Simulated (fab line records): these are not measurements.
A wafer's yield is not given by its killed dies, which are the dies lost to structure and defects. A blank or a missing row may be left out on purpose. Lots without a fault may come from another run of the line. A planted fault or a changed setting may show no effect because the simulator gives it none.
Matching of chambers -- flow n5-finfet -- 4 sister chambers for N5_BEOL_M11_STRIP_67 on rie-diel-02
The step strips in CF4. 14 wafers are shown with their chamber, then 6 later ones without.

WAFERS, EACH WITH ITS CHAMBER
wafer,chamber,drypump-motor-current-A (A),showerhead-plenum-p-Torr (Torr),oes-product-au (a.u.)
L966.3,3,5.81,1.82,0.97
L966.5,1,6.32,1.85,0.71
L966.6,3,5.82,1.82,0.97
L971.1,2,5.44,1.84,0.69
L971.2,3,5.80,1.82,0.94
L971.4,1,6.31,1.85,0.71
L969.3,1,6.32,1.85,0.70
L969.6,3,5.81,1.82,0.94
L974.2,1,6.31,1.85,0.70
L974.5,0,5.80,1.69,0.70
L974.6,1,6.33,1.85,0.70
L982.2,0,5.83,1.69,0.68
L982.3,1,6.33,1.84,0.70
L982.4,2,5.46,1.83,0.68

SIGNATURES (averages over the wafers above)
reading,chamber 0,chamber 1,chamber 2,chamber 3,scatter within a chamber
drypump-motor-current-A,5.8150,6.3200,5.4500,5.8100,0.0112
showerhead-plenum-p-Torr,1.6900,1.8483,1.8350,1.8200,0.00365
oes-product-au,0.6900,0.7033,0.6850,0.9550,0.0113
Rule: a wafer lies at a distance from a chamber equal to the root of the sum of squares, over the readings, of (its reading less the chamber's mean, divided by the reading's scatter). The wafer belongs to the nearest chamber; if the next one is less than 2 further off, it can't be placed. The scatter: take each reading less its chamber's mean, square it, sum over the shown wafers, divide by the number of wafers less the number of chambers, and take the root.

WAFERS WITHOUT THEIR CHAMBER
wafer,drypump-motor-current-A (A),showerhead-plenum-p-Torr (Torr),oes-product-au (a.u.)
L984.1,5.84,1.69,0.68
L984.4,5.82,1.69,0.68
L984.5,6.31,1.84,0.68
L986.3,6.32,1.84,0.69
L986.4,5.81,1.81,0.87
L986.5,6.33,1.84,0.69

EACH ONE'S CHAMBER
wafer,from the rows above,in truth
L984.1,0,0
L984.4,0,0
L984.5,1,1
L986.3,1,1
L986.4,3,3
L986.5,1,1
Correct placement for 6 of the 6. From these rows, 0 cannot be placed. Number placed wrongly: 0.
